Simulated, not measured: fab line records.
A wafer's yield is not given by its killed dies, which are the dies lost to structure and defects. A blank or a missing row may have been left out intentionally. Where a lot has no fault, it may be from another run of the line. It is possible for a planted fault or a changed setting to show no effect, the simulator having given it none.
fab line records / flow n5_finfet / part 2 of 2: steps 16 to 16 of 16
record lots=6 wafers=18 last_day=19
route steps=1938 shown HKMG_FIN@426 BEOL_M4@1111 PASSIVATION@1936
lots that met no fault: from a run of the same line without faults
start_h: hours from the record's first day to the start of the lot's first wafer shown / wait_h: how many hours have passed since the lot's step before this one / " as in the row above / L1.1+2: one row covering several wafers at once / - value missing, or start not given / * or withheld: withheld / < > ~ a bound
route shown NAME@n: a module of which the file shows steps, and the number in the route of the first / usual: mean/standard deviation of fault-free wafers / same: alike in all rows / chamber/n: place in a boat / sites: each site's reading / _std_site: the standard deviation of these / _edge_site: mean of outer sites minus mean of inner sites / radius_mm: for every site, how far away it sits from the centre of the wafer / mask NAME#n: copy n / behind: tool/chamber where the wafer was last shaped / hold: the reason the lot was held/the length of the hold in hours/how it ended / device: names the non-switching transistor (n, p or np) / end of line: the tests these same wafers got at the end of their route / a step given without rows: its recipe and nothing more / killed: at the first sort, the dies lost to defects and structure; wafer yield is something else / map: the dies of a wafer, with x for killed, . for not killed, _ for no die there
set.NAME: the setting as run; set.NAME@STEP: as run at that earlier step / model.NAME: the simulator's own value behind a step, which no gauge read
certain route steps with their lots: each step a table, each wafer a row
services: when a tool's chamber went out of use (start_h, in hours from the record's first day, below 0 if earlier), for how many hours, and the reason
## steps
# step N5_PASSIVATION_PROBE_49
# usual defect_limited_yield=91.5/1.4 killed_at_M0_to_M3=34/11 killed_at_M4_up=15/6 killed_at_contacts=11/5.9 killed_at_front_end=37/11 killed_at_other=3.6/2.9 killed_dies=101/17 killed_open=66/12 killed_short=33/7.8 sort_bin_5_function=5.0/0.97 sort_bin_6_memory=3.2/0.65 sort_bin_8_speed=0.02/0.2 sort_n_pass=1079/17 sort_yield_pct=91.4/1.4
# same gross_dies=1180 killed_at_back_side=0 sort_bin_4_leakage[%]=0
lot.wafer=L552.2 tool=prober-01 chamber=- start_h=349.37 wait_h=0.1 defect_limited_yield[%]=90.7 killed_at_M0_to_M3=60 killed_at_M4_up=20 killed_at_contacts=4 killed_at_front_end=25 killed_at_other=1 killed_dies=110 killed_open=68 killed_short=42 sort_bin_5_function[%]=4.9 sort_bin_6_memory[%]=3.9 sort_bin_8_speed[%]=0 sort_n_pass=1070 sort_yield_pct[%]=90.7
lot.wafer=L552.5 tool=prober-01 chamber=- start_h=349.52 wait_h=0.2 defect_limited_yield[%]=91.4 killed_at_M0_to_M3=46 killed_at_M4_up=16 killed_at_contacts=10 killed_at_front_end=30 killed_at_other=0 killed_dies=102 killed_open=63 killed_short=35 sort_bin_5_function[%]=5.5 sort_bin_6_memory[%]=3.1 sort_bin_8_speed[%]=0 sort_n_pass=1078 sort_yield_pct[%]=91.4
lot.wafer=L552.6 tool=prober-01 chamber=- start_h=349.57 wait_h=0.3 defect_limited_yield[%]=91.1 killed_at_M0_to_M3=51 killed_at_M4_up=14 killed_at_contacts=7 killed_at_front_end=28 killed_at_other=5 killed_dies=105 killed_open=60 killed_short=45 sort_bin_5_function[%]=4.7 sort_bin_6_memory[%]=4.1 sort_bin_8_speed[%]=0 sort_n_pass=1075 sort_yield_pct[%]=91.1
lot.wafer=L553.2 tool=prober-02 chamber=- start_h=354.66 wait_h=0.1 defect_limited_yield[%]=91.3 killed_at_M0_to_M3=27 killed_at_M4_up=12 killed_at_contacts=8 killed_at_front_end=53 killed_at_other=3 killed_dies=103 killed_open=74 killed_short=28 sort_bin_5_function[%]=5.7 sort_bin_6_memory[%]=2.8 sort_bin_8_speed[%]=0 sort_n_pass=1077 sort_yield_pct[%]=91.3
lot.wafer=L553.3 tool=prober-02 chamber=- start_h=354.71 wait_h=0.1 defect_limited_yield[%]=90.4 killed_at_M0_to_M3=33 killed_at_M4_up=13 killed_at_contacts=24 killed_at_front_end=41 killed_at_other=2 killed_dies=113 killed_open=75 killed_short=33 sort_bin_5_function[%]=4.9 sort_bin_6_memory[%]=3.9 sort_bin_8_speed[%]=0 sort_n_pass=1067 sort_yield_pct[%]=90.4
lot.wafer=L553.5 tool=prober-02 chamber=- start_h=354.81 wait_h=0.2 defect_limited_yield[%]=90.9 killed_at_M0_to_M3=27 killed_at_M4_up=28 killed_at_contacts=21 killed_at_front_end=30 killed_at_other=1 killed_dies=107 killed_open=67 killed_short=38 sort_bin_5_function[%]=5.4 sort_bin_6_memory[%]=3.2 sort_bin_8_speed[%]=0 sort_n_pass=1073 sort_yield_pct[%]=90.9
lot.wafer=L561.3 tool=prober-01 chamber=- start_h=392.47 wait_h=0.1 defect_limited_yield[%]=91.4 killed_at_M0_to_M3=35 killed_at_M4_up=20 killed_at_contacts=3 killed_at_front_end=40 killed_at_other=3 killed_dies=101 killed_open=62 killed_short=39 sort_bin_5_function[%]=5.6 sort_bin_6_memory[%]=2.7 sort_bin_8_speed[%]=0 sort_n_pass=1079 sort_yield_pct[%]=91.4
lot.wafer=L561.4 tool=prober-01 chamber=- start_h=392.52 wait_h=0.2 defect_limited_yield[%]=91.6 killed_at_M0_to_M3=32 killed_at_M4_up=14 killed_at_contacts=8 killed_at_front_end=43 killed_at_other=2 killed_dies=99 killed_open=60 killed_short=39 sort_bin_5_function[%]=4.8 sort_bin_6_memory[%]=3.4 sort_bin_8_speed[%]=0 sort_n_pass=1081 sort_yield_pct[%]=91.6
lot.wafer=L561.6 tool=prober-01 chamber=- start_h=392.62 wait_h=0.3 defect_limited_yield[%]=90.4 killed_at_M0_to_M3=44 killed_at_M4_up=11 killed_at_contacts=9 killed_at_front_end=46 killed_at_other=3 killed_dies=113 killed_open=73 killed_short=40 sort_bin_5_function[%]=5.8 sort_bin_6_memory[%]=3.5 sort_bin_8_speed[%]=0 sort_n_pass=1067 sort_yield_pct[%]=90.4
lot.wafer=L560.2 tool=prober-01 chamber=- start_h=414.88 wait_h=0.1 defect_limited_yield[%]=91.2 killed_at_M0_to_M3=34 killed_at_M4_up=15 killed_at_contacts=9 killed_at_front_end=33 killed_at_other=13 killed_dies=104 killed_open=70 killed_short=33 sort_bin_5_function[%]=5.5 sort_bin_6_memory[%]=3.0 sort_bin_8_speed[%]=0.08 sort_n_pass=1075 sort_yield_pct[%]=91.1
lot.wafer=L560.3 tool=prober-01 chamber=- start_h=414.93 wait_h=0.1 defect_limited_yield[%]=91.4 killed_at_M0_to_M3=54 killed_at_M4_up=14 killed_at_contacts=11 killed_at_front_end=21 killed_at_other=1 killed_dies=101 killed_open=73 killed_short=28 sort_bin_5_function[%]=5.3 sort_bin_6_memory[%]=3.2 sort_bin_8_speed[%]=0 sort_n_pass=1079 sort_yield_pct[%]=91.4
lot.wafer=L560.4 tool=prober-01 chamber=- start_h=414.98 wait_h=0.2 defect_limited_yield[%]=93.5 killed_at_M0_to_M3=39 killed_at_M4_up=8 killed_at_contacts=8 killed_at_front_end=20 killed_at_other=2 killed_dies=77 killed_open=50 killed_short=27 sort_bin_5_function[%]=4.2 sort_bin_6_memory[%]=2.4 sort_bin_8_speed[%]=0 sort_n_pass=1103 sort_yield_pct[%]=93.5
lot.wafer=L563.1 tool=prober-01 chamber=- start_h=423.65 wait_h=0.0 defect_limited_yield[%]=94.7 killed_at_M0_to_M3=15 killed_at_M4_up=6 killed_at_contacts=6 killed_at_front_end=34 killed_at_other=1 killed_dies=62 killed_open=37 killed_short=24 sort_bin_5_function[%]=3.1 sort_bin_6_memory[%]=1.9 sort_bin_8_speed[%]=0 sort_n_pass=1118 sort_yield_pct[%]=94.7
lot.wafer=L563.4 tool=prober-01 chamber=- start_h=423.80 wait_h=0.2 defect_limited_yield[%]=92.5 killed_at_M0_to_M3=18 killed_at_M4_up=13 killed_at_contacts=10 killed_at_front_end=43 killed_at_other=5 killed_dies=89 killed_open=57 killed_short=30 sort_bin_5_function[%]=5.3 sort_bin_6_memory[%]=2.0 sort_bin_8_speed[%]=0 sort_n_pass=1091 sort_yield_pct[%]=92.5
lot.wafer=L563.5 tool=prober-01 chamber=- start_h=423.85 wait_h=0.2 defect_limited_yield[%]=92.5 killed_at_M0_to_M3=21 killed_at_M4_up=17 killed_at_contacts=5 killed_at_front_end=45 killed_at_other=0 killed_dies=88 killed_open=61 killed_short=26 sort_bin_5_function[%]=4.9 sort_bin_6_memory[%]=2.4 sort_bin_8_speed[%]=0 sort_n_pass=1092 sort_yield_pct[%]=92.5
lot.wafer=L569.1 tool=prober-01 chamber=- start_h=451.48 wait_h=0.0 defect_limited_yield[%]=93.6 killed_at_M0_to_M3=21 killed_at_M4_up=14 killed_at_contacts=3 killed_at_front_end=35 killed_at_other=2 killed_dies=75 killed_open=59 killed_short=16 sort_bin_5_function[%]=3.5 sort_bin_6_memory[%]=2.8 sort_bin_8_speed[%]=0 sort_n_pass=1105 sort_yield_pct[%]=93.6
lot.wafer=L569.3 tool=prober-01 chamber=- start_h=451.58 wait_h=0.1 defect_limited_yield[%]=91.9 killed_at_M0_to_M3=35 killed_at_M4_up=13 killed_at_contacts=9 killed_at_front_end=33 killed_at_other=5 killed_dies=95 killed_open=59 killed_short=32 sort_bin_5_function[%]=4.4 sort_bin_6_memory[%]=3.4 sort_bin_8_speed[%]=0 sort_n_pass=1085 sort_yield_pct[%]=91.9
lot.wafer=L569.4 tool=prober-01 chamber=- start_h=451.63 wait_h=0.2 defect_limited_yield[%]=93.2 killed_at_M0_to_M3=18 killed_at_M4_up=13 killed_at_contacts=10 killed_at_front_end=36 killed_at_other=3 killed_dies=80 killed_open=48 killed_short=32 sort_bin_5_function[%]=4.4 sort_bin_6_memory[%]=2.2 sort_bin_8_speed[%]=0 sort_n_pass=1100 sort_yield_pct[%]=93.2
# killed by level:class
L552.2 BEOL_M0_SAQP:geometric_particle:short=18 BEOL_M0_SAQP:geometric_particle:open=13 BEOL_M3:geometric_particle:open=12 BEOL_M4:geometric_particle:open=11 FIN_SAQP:geometric_particle:short=7 FIN_SAQP:geometric_particle:open=5 BEOL_M1:geometric_particle:open=5 BEOL_M2:geometric_particle:open=5
L552.5 BEOL_M0_SAQP:geometric_particle:short=15 STI_FIN_REVEAL:geometric_particle:open=10 BEOL_M3:geometric_particle:open=10 MOL_CONTACT_COAG:geometric_particle:open=7 FIN_SAQP:geometric_particle:short=6 BEOL_M0_SAQP:geometric_particle:open=6 BEOL_M2:geometric_particle:open=6 BEOL_M4:geometric_particle:open=6
L552.6 BEOL_M0_SAQP:geometric_particle:short=19 BEOL_M3:geometric_particle:open=13 BEOL_M0_SAQP:geometric_particle:open=10 MOL_CONTACT_COAG:geometric_particle:open=7 BEOL_M4:geometric_particle:open=6 STARTING-WAFER:geometric_particle:short=6 FIN_SAQP:geometric_particle:open=5 FIN_SAQP:geometric_particle:short=5
L553.2 FIN_SAQP:geometric_particle:open=11 STI_FIN_REVEAL:geometric_particle:open=10 GATE_CUT:geometric_particle:short=9 GATE_CUT:geometric_particle:open=8 BEOL_M3:geometric_particle:open=8 BEOL_M4:geometric_particle:open=8 BEOL_M2:geometric_particle:open=7 DUMMY_GATE:geometric_particle:open=5
L553.3 MOL_CONTACT_COAG:geometric_particle:open=20 GATE_CUT:geometric_particle:open=9 BEOL_M3:geometric_particle:open=9 FIN_SAQP:geometric_particle:open=7 DUMMY_GATE:geometric_particle:open=6 BEOL_M0_SAQP:geometric_particle:open=6 BEOL_M0_SAQP:geometric_particle:short=5 BEOL_M2:geometric_particle:short=5
L553.5 MOL_CONTACT_COAG:geometric_particle:open=18 BEOL_M4:geometric_particle:open=12 BEOL_M2:geometric_particle:open=7 BEOL_M2:geometric_particle:short=7 BEOL_M5:geometric_particle:short=7 BEOL_M3:geometric_particle:open=6 DUMMY_GATE:geometric_particle:open=5 STARTING-WAFER:geometric_particle:short=5
L561.3 BEOL_M0_SAQP:geometric_particle:short=11 STI_FIN_REVEAL:geometric_particle:open=8 BEOL_M0_SAQP:geometric_particle:open=7 FIN_SAQP:geometric_particle:short=6 FIN_SAQP:geometric_particle:open=6 BEOL_M1:geometric_particle:open=6 BEOL_M2:geometric_particle:open=5 BEOL_M4:geometric_particle:open=5
L561.4 BEOL_M0_SAQP:geometric_particle:short=12 STI_FIN_REVEAL:geometric_particle:open=11 GATE_CUT:geometric_particle:short=8 BEOL_M0_SAQP:geometric_particle:open=7 BEOL_M2:geometric_particle:open=7 DUMMY_GATE:geometric_particle:open=5 MOL_CONTACT_COAG:geometric_particle:open=5 BEOL_M4:geometric_particle:open=4
L561.6 BEOL_M0_SAQP:geometric_particle:short=13 GATE_CUT:geometric_particle:short=10 BEOL_M0_SAQP:geometric_particle:open=9 STI_FIN_REVEAL:geometric_particle:open=8 GATE_CUT:geometric_particle:open=7 MOL_CONTACT_COAG:geometric_particle:open=7 BEOL_M1:geometric_particle:open=7 BEOL_M2:geometric_particle:open=7
L560.2 MOL_CONTACT_COAG:geometric_particle:open=8 BEOL_M2:geometric_particle:open=8 BEOL_M4:geometric_particle:open=8 FIN_SAQP:geometric_particle:open=7 STI_FIN_REVEAL:geometric_particle:open=6 BEOL_M0_SAQP:geometric_particle:open=6 BEOL_M0_SAQP:geometric_particle:short=6 FIN_SAQP:geometric_particle:short=5
L560.3 BEOL_M0_SAQP:geometric_particle:open=17 BEOL_M3:geometric_particle:open=13 MOL_CONTACT_COAG:geometric_particle:open=11 BEOL_M4:geometric_particle:open=9 BEOL_M0_SAQP:geometric_particle:short=7 STI_FIN_REVEAL:geometric_particle:open=6 STARTING-WAFER:geometric_particle:short=6 BEOL_M1:geometric_particle:short=5
L560.4 BEOL_M0_SAQP:geometric_particle:short=9 BEOL_M0_SAQP:geometric_particle:open=8 BEOL_M1:geometric_particle:open=8 BEOL_M3:geometric_particle:open=7 MOL_CONTACT_COAG:geometric_particle:open=6 DUMMY_GATE:geometric_particle:open=5 FIN_SAQP:geometric_particle:short=4 BEOL_M2:geometric_particle:open=4
L563.1 STI_FIN_REVEAL:geometric_particle:open=8 GATE_CUT:geometric_particle:short=6 MOL_CONTACT_COAG:geometric_particle:open=6 BEOL_M2:geometric_particle:open=5 FIN_SAQP:geometric_particle:short=4 FIN_SAQP:geometric_particle:open=4 BEOL_M0_SAQP:geometric_particle:short=4 ILD0:geometric_particle:short=3
L563.4 STI_FIN_REVEAL:geometric_particle:open=15 BEOL_M4:geometric_particle:open=10 FIN_SAQP:geometric_particle:short=7 MOL_CONTACT_COAG:geometric_particle:open=7 BEOL_M3:geometric_particle:open=6 DUMMY_GATE:geometric_particle:open=4 BEOL_M0_SAQP:geometric_particle:short=4 BEOL_M1:geometric_particle:open=4
L563.5 STI_FIN_REVEAL:geometric_particle:open=16 BEOL_M4:geometric_particle:open=8 FIN_SAQP:geometric_particle:short=7 BEOL_M0_SAQP:geometric_particle:open=6 BEOL_M2:geometric_particle:open=6 DUMMY_GATE:geometric_particle:open=5 BEOL_M0_SAQP:geometric_particle:short=5 FIN_SAQP:geometric_particle:open=4
L569.1 STI_FIN_REVEAL:geometric_particle:open=14 BEOL_M2:geometric_particle:open=6 BEOL_M1:geometric_particle:open=5 BEOL_M4:geometric_particle:open=5 DUMMY_GATE:geometric_particle:open=4 BEOL_M0_SAQP:geometric_particle:short=4 STARTING-WAFER:geometric_particle:open=4 STI_FIN_REVEAL:geometric_particle:short=3
L569.3 BEOL_M3:geometric_particle:open=8 BEOL_M4:geometric_particle:open=8 STI_FIN_REVEAL:geometric_particle:open=7 BEOL_M0_SAQP:geometric_particle:open=7 STARTING-WAFER:geometric_particle:short=6 BEOL_M0_SAQP:geometric_particle:short=6 BEOL_M2:geometric_particle:open=6 MOL_CONTACT_COAG:geometric_particle:open=5
L569.4 FIN_SAQP:geometric_particle:short=9 DUMMY_GATE:geometric_particle:open=7 MOL_CONTACT_COAG:geometric_particle:open=7 BEOL_M0_SAQP:geometric_particle:short=6 FIN_SAQP:geometric_particle:open=5 STI_FIN_REVEAL:geometric_particle:open=5 BEOL_M0_SAQP:geometric_particle:open=5 BEOL_M4:geometric_particle:open=5
## services
tool=rie_diel-03 chamber=3 start_h=86.91 hours=5.4 kind=repair
tool=rie_diel-01 chamber=1 start_h=89.16 hours=- kind=clean
tool=rie_diel-01 chamber=1 start_h=89.16 hours=- kind=consumable_replace:focus_ring
tool=rie_diel-01 chamber=1 start_h=89.16 hours=14.5 kind=scheduled_down
tool=rie_diel-01 chamber=1 start_h=89.16 hours=14.5 kind=vent_cycle
tool=rie_diel-01 chamber=0 start_h=100.51 hours=13.7 kind=repair
tool=rie_diel-04 chamber=2 start_h=110.41 hours=45.9 kind=repair
tool=rie_diel-04 chamber=- start_h=115.75 hours=0.4 kind=repair
tool=rie_diel-04 chamber=1 start_h=156.64 hours=- kind=clean
tool=rie_diel-04 chamber=1 start_h=156.64 hours=- kind=consumable_replace:focus_ring
tool=rie_diel-04 chamber=1 start_h=156.64 hours=21.8 kind=scheduled_down
tool=rie_diel-04 chamber=1 start_h=156.64 hours=21.8 kind=vent_cycle
tool=rie_diel-04 chamber=0 start_h=159.67 hours=9.2 kind=repair
tool=rie_diel-04 chamber=3 start_h=166.89 hours=6.3 kind=repair
tool=rie_diel-03 chamber=1 start_h=182.04 hours=- kind=clean
tool=rie_diel-03 chamber=1 start_h=182.04 hours=- kind=consumable_replace:focus_ring
tool=rie_diel-03 chamber=1 start_h=182.04 hours=21.0 kind=scheduled_down
tool=rie_diel-03 chamber=1 start_h=182.04 hours=21.0 kind=vent_cycle
tool=rie_diel-01 chamber=2 start_h=196.01 hours=16.2 kind=repair
